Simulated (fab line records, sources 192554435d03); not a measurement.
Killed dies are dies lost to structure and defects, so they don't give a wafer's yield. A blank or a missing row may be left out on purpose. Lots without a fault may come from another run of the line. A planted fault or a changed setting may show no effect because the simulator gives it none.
Which tool did it? | flow n5_finfet | 24 lots, 72 wafers sampled, at 5 steps of a route of 1938

WHAT THE GAUGES READ, wafer by wafer
N5_BEOL_M9_OVL_MEAS_12. Usual: M9_OVL -0.2 nm, standard deviation 0.63.
lot  | measured     | on         | M9_OVL (nm)    | flag
L074 | day 9 22:09  | overlay-02 | -0.5 0.1 0.0   |
L075 | day 10 03:49 | overlay-02 | -0.1 -0.2 0.4  |
L076 | day 10 03:53 | overlay-02 | 0.5 -0.6 0.2   |
L077 | day 10 12:31 | overlay-01 | 1.2 1.2 0.3    |
L078 | day 10 22:10 | overlay-01 | 1.2 0.2 -0.6   |
L079 | day 11 06:40 | overlay-01 | -0.1 0.9 0.7   |
L081 | day 11 18:01 | overlay-01 | 0.6 -0.6 0.4   |
L080 | day 12 15:29 | overlay-01 | -0.4 -0.9 -1.1 |
L083 | day 12 18:27 | overlay-01 | -1.2 -1.1 -0.1 |
L082 | day 13 03:05 | overlay-01 | -0.2 -0.4 0.0  |
L085 | day 13 07:07 | overlay-02 | 0.0 0.3 -0.5   |
L087 | day 13 15:31 | overlay-02 | -0.3 -0.9 -1.0 |
L086 | day 13 15:41 | overlay-01 | 0.5 -0.7 0.0   |
L084 | day 13 20:20 | overlay-01 | -0.4 -0.4 -0.4 |
L089 | day 14 11:23 | overlay-01 | 0.0 0.1 -1.5   |
L088 | day 14 19:29 | overlay-02 | -0.6 -1.3 0.0  |
L091 | day 14 22:11 | overlay-01 | 0.4 0.1 1.0    |
L094 | day 15 01:34 | overlay-02 | 0.0 0.0 0.5    |
L090 | day 15 11:15 | overlay-02 | -1.7 -1.4 -1.3 |
L096 | day 15 15:54 | overlay-01 | -1.2 -0.7 -0.7 |
L092 | day 15 20:30 | overlay-02 | -0.5 0.1 0.6   |
L093 | day 15 20:44 | overlay-02 | -0.1 0.0 0.7   |
L095 | day 16 00:41 | overlay-01 | 0.5 -0.4 0.4   |
L097 | day 16 10:31 | overlay-02 | 0.1 -0.7 -1.3  |

N5_BEOL_M9_CD_MEAS_35: target cd 70 nm, target cd y 40 nm. Usual: cd_nm 69.6 nm, standard deviation 0.6.
lot  | measured     | on        | cd_nm (nm)     | flag
L074 | day 10 00:26 | cd_sem-02 | 68.2 68.6 69.5 |
L075 | day 10 07:29 | cd_sem-02 | 70.1 70.3 71.2 |
L076 | day 10 08:04 | cd_sem-01 | 69.5 69.5 69.2 |
L077 | day 10 16:15 | cd_sem-01 | 69.4 69.3 69.2 |
L078 | day 11 02:14 | cd_sem-02 | 70.4 68.8 69.9 |
L079 | day 11 10:06 | cd_sem-02 | 69.3 70.3 70.1 |
L081 | day 11 20:07 | cd_sem-01 | 70.0 68.4 69.4 |
L080 | day 12 18:28 | cd_sem-03 | 69.6 68.5 69.5 |
L083 | day 12 20:07 | cd_sem-03 | 69.7 70.1 69.7 |
L082 | day 13 06:10 | cd_sem-01 | 69.7 69.1 69.1 |
L085 | day 13 10:22 | cd_sem-03 | 70.9 70.6 70.4 |
L087 | day 13 19:32 | cd_sem-03 | 71.2 69.8 70.9 |
L086 | day 13 19:28 | cd_sem-03 | 69.1 69.1 69.1 |
L084 | day 14 00:50 | cd_sem-01 | 69.2 70.1 69.6 |
L089 | day 14 14:54 | cd_sem-03 | 69.6 69.7 69.6 |
L088 | day 14 21:45 | cd_sem-01 | 70.4 69.6 69.1 |
L091 | day 15 00:01 | cd_sem-03 | 69.9 69.6 68.9 |
L094 | day 15 04:18 | cd_sem-01 | 69.0 69.2 69.7 |
L090 | day 15 15:43 | cd_sem-02 | 70.0 69.7 70.5 |
L096 | day 15 21:22 | cd_sem-03 | 69.4 69.6 69.8 |
L092 | day 15 23:33 | cd_sem-01 | 69.4 69.6 69.0 |
L093 | day 15 23:31 | cd_sem-02 | 69.9 68.8 69.1 |
L095 | day 16 05:38 | cd_sem-03 | 69.3 69.2 69.0 |
L097 | day 16 13:13 | cd_sem-03 | 69.5 68.6 69.1 |

WHICH TOOL RAN EACH LOT (tool, then ch and the chambers of the sampled wafers, then the start)
lot  | N5_BEOL_M9_PECVD_70             | N5_BEOL_M9_STRIP_19                | N5_BEOL_M9_ETCH_41
L074 | pecvd-03 ch 0,2, day 9 18:16    | rie_diel-03 ch 0,1,2, day 9 22:56  | rie_diel-04 ch 0,1, day 10 00:26 or earlier
L075 | pecvd-04 ch 1,2, day 10 02:25   | rie_diel-01 ch 0,3, day 10 04:33   | rie_diel-01 ch 1,2,3, day 10 07:29 or earlier
L076 | pecvd-03 ch 1,2, day 10 02:53   | rie_diel-04 ch 1,2,3, day 10 04:38 | rie_diel-04 ch 0,2,3, day 10 08:04 or earlier
L077 | pecvd-03 ch 1,2, day 10 10:20   | rie_diel-04 ch 1,3, day 10 13:02   | rie_diel-03 ch 0,1,2, day 10 16:15 or earlier
L078 | pecvd-01 ch 0,1, day 10 19:51   | rie_diel-01 ch 0,1, day 10 22:39   | rie_diel-03 ch 1,2,3, day 11 02:14 or earlier
L079 | pecvd-03 ch 0,1,2, day 11 05:58 | rie_diel-01 ch 0,1,2, day 11 07:20 | rie_diel-01 ch 1,2,3, day 11 10:06 or earlier
L081 | pecvd-03 ch 1,2, day 11 15:59   | rie_diel-03 ch 0,1, day 11 18:37   | rie_diel-04 ch 2,3, day 11 20:07 or earlier
L080 | pecvd-04 ch 0,1,2, day 12 14:05 | rie_diel-03 ch 0,1,2, day 12 15:57 | rie_diel-01 ch 0,1,2, day 12 18:28 or earlier
L083 | pecvd-04 ch 1,2, day 12 16:26   | rie_diel-04 ch 1,2,3, day 12 18:53 | rie_diel-03 ch 0,1,2, day 12 20:07 or earlier
L082 | pecvd-04 ch 0,2, day 13 01:32   | rie_diel-01 ch 2,3, day 13 03:49   | rie_diel-04 ch 2,3, day 13 06:10 or earlier
L085 | pecvd-01 ch 1,2, day 13 05:47   | rie_diel-03 ch 0,2,3, day 13 07:38 | rie_diel-01 ch 0,1, day 13 10:22 or earlier
L087 | pecvd-04 ch 0,1,2, day 13 14:08 | rie_diel-03 ch 0,2, day 13 15:58   | rie_diel-01 ch 0,1,3, day 13 19:32 or earlier
L086 | pecvd-03 ch 0,1,2, day 13 14:17 | rie_diel-01 ch 0,1, day 13 16:08   | rie_diel-04 ch 0,1,2, day 13 19:28 or earlier
L084 | pecvd-03 ch 0,2, day 13 18:52   | rie_diel-03 ch 0,2,3, day 13 20:47 | rie_diel-04 ch 1,2,3, day 14 00:50 or earlier
L089 | pecvd-04 ch 0,1,2, day 14 10:16 | rie_diel-03 ch 0,1,2, day 14 11:50 | rie_diel-04 ch 2,3, day 14 14:54 or earlier
L088 | pecvd-04 ch 0,2, day 14 18:59   | rie_diel-04 ch 0,1,2, day 14 19:55 | rie_diel-03 ch 0,2, day 14 21:45 or earlier
L091 | pecvd-01 ch 0,1,2, day 14 20:14 | rie_diel-01 ch 0,1,2, day 14 22:38 | rie_diel-01 ch 0,1,3, day 15 00:01 or earlier
L094 | pecvd-03 ch 0,1,2, day 15 00:42 | rie_diel-03 ch 0,1, day 15 02:53   | rie_diel-03 ch 1,2,3, day 15 04:18 or earlier
L090 | pecvd-04 ch 0,1,2, day 15 07:14 | rie_diel-03 ch 0,1,2, day 15 11:41 | rie_diel-01 ch 0,2, day 15 15:43 or earlier
L096 | pecvd-01 ch 1,2, day 15 14:30   | rie_diel-03 ch 1,2,3, day 15 17:06 | rie_diel-01 ch 1,2,3, day 15 21:22 or earlier
L092 | pecvd-01 ch 0,1,2, day 15 18:44 | rie_diel-04 ch 2,3, day 15 21:01   | rie_diel-04 ch 0,3, day 15 23:33 or earlier
L093 | pecvd-04 ch 0,2, day 15 19:39   | rie_diel-01 ch 2,3, day 15 21:29   | rie_diel-03 ch 0,3, day 15 23:31 or earlier
L095 | pecvd-03 ch 0,1,2, day 15 23:49 | rie_diel-03 ch 1,2, day 16 01:07   | rie_diel-04 ch 0,1,3, day 16 05:38 or earlier
L097 | pecvd-01 ch 0,2, day 16 09:29   | rie_diel-04 ch 1,2, day 16 10:57   | rie_diel-04 ch 0,3, day 16 13:13 or earlier
- N5_BEOL_M9_PECVD_70: deposits SiO2 from TEOS/O2, target thk 20 nm, time 22.7 s.
- N5_BEOL_M9_STRIP_19: strips in O2.
- N5_BEOL_M9_ETCH_41: etches SiCN in CH3F/O2, target depth 36.6 nm, time 70.1 s.

WHAT THE TOOLS THEMSELVES READ (means of the sampled wafers that have a number; where no wafer has one, the mark that the record gives instead)
N5_BEOL_M9_PECVD_70. Usual: heater_power_w 695 W, standard deviation 110; showerhead_plenum_p_Torr 8.81 Torr, standard deviation 0.073; throttle_valve_pct 22.0 %, standard deviation 0.93.
lot  | tool     | heater_power_w (W) | showerhead_plenum_p_Torr (Torr) | throttle_valve_pct (%) | flag
L074 | pecvd-03 | 821                | 8.82                            | 21.9                   |
L075 | pecvd-04 | 653                | 8.81                            | 21.1                   |
L076 | pecvd-03 | 702                | 8.72                            | 22.2                   |
L077 | pecvd-03 | 782                | 8.77                            | 22.8                   |
L078 | pecvd-01 | 649                | 8.78                            | 21.9                   |
L079 | pecvd-03 | 712                | 8.79                            | 22.4                   |
L081 | pecvd-03 | 770                | 8.78                            | 23.1                   |
L080 | pecvd-04 | 584                | 8.83                            | 21.8                   |
L083 | pecvd-04 | 622                | 8.78                            | 21.4                   |
L082 | pecvd-04 | 601                | 8.85                            | 22.4                   |
L085 | pecvd-01 | 737                | 8.78                            | 20.9                   |
L087 | pecvd-04 | 585                | 8.82                            | 21.8                   |
L086 | pecvd-03 | 787                | 8.79                            | 22.6                   |
L084 | pecvd-03 | 764                | 8.81                            | 22.2                   |
L089 | pecvd-04 | 601                | 8.82                            | 21.7                   |
L088 | pecvd-04 | 622                | 8.85                            | 22.5                   |
L091 | pecvd-01 | 732                | 8.81                            | 21.6                   |
L094 | pecvd-03 | 826                | 8.79                            | 22.6                   |
L090 | pecvd-04 | 617                | 8.82                            | 22.1                   |
L096 | pecvd-01 | 581                | 8.75                            | 21.3                   |
L092 | pecvd-01 | 669                | 8.80                            | 21.3                   |
L093 | pecvd-04 | 649                | 8.83                            | 22.2                   |
L095 | pecvd-03 | 766                | 8.80                            | 22.6                   |
L097 | pecvd-01 | 792                | 8.87                            | 22.1                   |

N5_BEOL_M9_STRIP_19. Usual: drypump_motor_current_A 5.9 A, standard deviation 0.69; oes_product_au 0.76 a.u., standard deviation 0.054; rf_vpp_V 3.7 V, standard deviation 0.59; showerhead_plenum_p_Torr 2.07 Torr, standard deviation 0.054; throttle_valve_pct 16.60 %, standard deviation 0.2.
lot  | tool        | drypump_motor_current_A (A) | oes_product_au (a.u.) | rf_vpp_V (V) | showerhead_plenum_p_Torr (Torr) | throttle_valve_pct (%) | flag
L074 | rie_diel-03 | 6.1                         | 0.80                  | 3.3          | 2.09                            | 16.51                  |
L075 | rie_diel-01 | 5.9                         | 0.81                  | 3.5          | 2.09                            | 16.72                  |
L076 | rie_diel-04 | 6.0                         | 0.82                  | 3.6          | 2.10                            | 16.51                  |
L077 | rie_diel-04 | 6.1                         | 0.79                  | 3.5          | 2.09                            | 16.58                  |
L078 | rie_diel-01 | 5.4                         | 0.76                  | 3.9          | 2.07                            | 16.78                  |
L079 | rie_diel-01 | 5.2                         | 0.73                  | 3.7          | 2.05                            | 16.63                  |
L081 | rie_diel-03 | 6.1                         | 0.80                  | 3.7          | 2.11                            | 16.40                  |
L080 | rie_diel-03 | 6.1                         | 0.78                  | 4.2          | 2.08                            | 16.54                  |
L083 | rie_diel-04 | 6.0                         | 0.79                  | 3.6          | 2.09                            | 16.57                  |
L082 | rie_diel-01 | 6.0                         | 0.78                  | 4.1          | 2.05                            | 16.54                  |
L085 | rie_diel-03 | 6.5                         | 0.73                  | 3.7          | 2.05                            | 16.69                  |
L087 | rie_diel-03 | 6.5                         | 0.75                  | 3.9          | 2.04                            | 16.79                  |
L086 | rie_diel-01 | 5.1                         | 0.71                  | 3.9          | 2.02                            | 16.79                  |
L084 | rie_diel-03 | 6.5                         | 0.74                  | 3.0          | 2.05                            | 16.69                  |
L089 | rie_diel-03 | 6.1                         | 0.77                  | 3.5          | 2.08                            | 16.56                  |
L088 | rie_diel-04 | 5.5                         | 0.74                  | 3.5          | 2.13                            | 16.62                  |
L091 | rie_diel-01 | 5.2                         | 0.70                  | 3.4          | 2.04                            | 16.67                  |
L094 | rie_diel-03 | 5.7                         | 0.79                  | 3.8          | 2.11                            | 16.35                  |
L090 | rie_diel-03 | 6.1                         | 0.76                  | 3.6          | 2.07                            | 16.58                  |
L096 | rie_diel-03 | 6.1                         | 0.73                  | 3.6          | 2.05                            | 16.63                  |
L092 | rie_diel-04 | 6.6                         | 0.80                  | 3.6          | 2.04                            | 16.60                  |
L093 | rie_diel-01 | 5.6                         | 0.72                  | 3.6          | 2.05                            | 16.49                  |
L095 | rie_diel-03 | 5.7                         | 0.77                  | 3.6          | 2.08                            | 16.50                  |
L097 | rie_diel-04 | 5.3                         | 0.74                  | 3.3          | 2.13                            | 16.61                  |

N5_BEOL_M9_ETCH_41. Usual: drypump_motor_current_A 5.8 A, standard deviation 0.72; oes_product_au 0.75 a.u., standard deviation 0.056; rf_vpp_V 296.9 V, standard deviation 1.4; showerhead_plenum_p_Torr 1.98 Torr, standard deviation 0.055; throttle_valve_pct 16.24 %, standard deviation 0.17.
lot  | tool        | drypump_motor_current_A (A) | oes_product_au (a.u.) | rf_vpp_V (V) | showerhead_plenum_p_Torr (Torr) | throttle_valve_pct (%) | flag
L074 | rie_diel-04 | 4.9                         | 0.73                  | 299.0        | 2.07                            | 16.22                  |
L075 | rie_diel-01 | 5.5                         | 0.75                  | 296.5        | 1.95                            | 16.24                  |
L076 | rie_diel-04 | 6.2                         | 0.80                  | 297.4        | 1.99                            | 16.12                  |
L077 | rie_diel-03 | 6.1                         | 0.78                  | 297.2        | 1.98                            | 16.11                  |
L078 | rie_diel-03 | 6.1                         | 0.76                  | 296.5        | 1.96                            | 16.20                  |
L079 | rie_diel-01 | 5.5                         | 0.74                  | 296.4        | 1.95                            | 16.25                  |
L081 | rie_diel-04 | 6.7                         | 0.82                  | 296.6        | 1.94                            | 16.12                  |
L080 | rie_diel-01 | 5.2                         | 0.71                  | 297.1        | 1.97                            | 16.35                  |
L083 | rie_diel-03 | 6.1                         | 0.77                  | 297.4        | 1.97                            | 16.15                  |
L082 | rie_diel-04 | 6.6                         | 0.82                  | 296.4        | 1.94                            | 16.08                  |
L085 | rie_diel-01 | 5.1                         | 0.70                  | 295.5        | 1.93                            | 16.47                  |
L087 | rie_diel-01 | 5.6                         | 0.76                  | 296.0        | 1.95                            | 16.40                  |
L086 | rie_diel-04 | 5.5                         | 0.75                  | 297.4        | 2.02                            | 16.19                  |
L084 | rie_diel-04 | 6.0                         | 0.78                  | 297.5        | 1.98                            | 16.17                  |
L089 | rie_diel-04 | 6.7                         | 0.79                  | 297.0        | 1.94                            | 16.16                  |
L088 | rie_diel-03 | 6.5                         | 0.75                  | 296.3        | 1.96                            | 16.25                  |
L091 | rie_diel-01 | 5.6                         | 0.74                  | 296.5        | 1.95                            | 16.42                  |
L094 | rie_diel-03 | 6.1                         | 0.73                  | 295.6        | 1.95                            | 16.26                  |
L090 | rie_diel-01 | 5.5                         | 0.73                  | 296.5        | 2.00                            | 16.41                  |
L096 | rie_diel-01 | 5.5                         | 0.71                  | 295.9        | 1.94                            | 16.32                  |
L092 | rie_diel-04 | 5.8                         | 0.71                  | 297.4        | 2.01                            | 16.29                  |
L093 | rie_diel-03 | 6.4                         | 0.73                  | 297.1        | 1.98                            | 16.23                  |
L095 | rie_diel-04 | 5.6                         | 0.73                  | 297.6        | 2.01                            | 16.27                  |
L097 | rie_diel-04 | 6.3                         | 0.75                  | 296.8        | 1.96                            | 16.27                  |

THE ANSWER, worked out from the rows above alone
Rule: a lot is off if the mean of its wafers that have a number lies more than 3 standard deviations from the usual mean. A lot without any number at a reading at which 4 lots or more have one is off too. The other lots that the step has rows for count as sound. The gauges are gone through in route order, then the tools' own readings, and for those a lot's mean is taken as printed above. The first step at which some lot is off is used, and at that step the reading that is off furthest; a lot without a number counts as furthest.
No lot is off at any reading shown: from this, nothing can be told.

WHAT THE SIMULATOR HAD PUT IN
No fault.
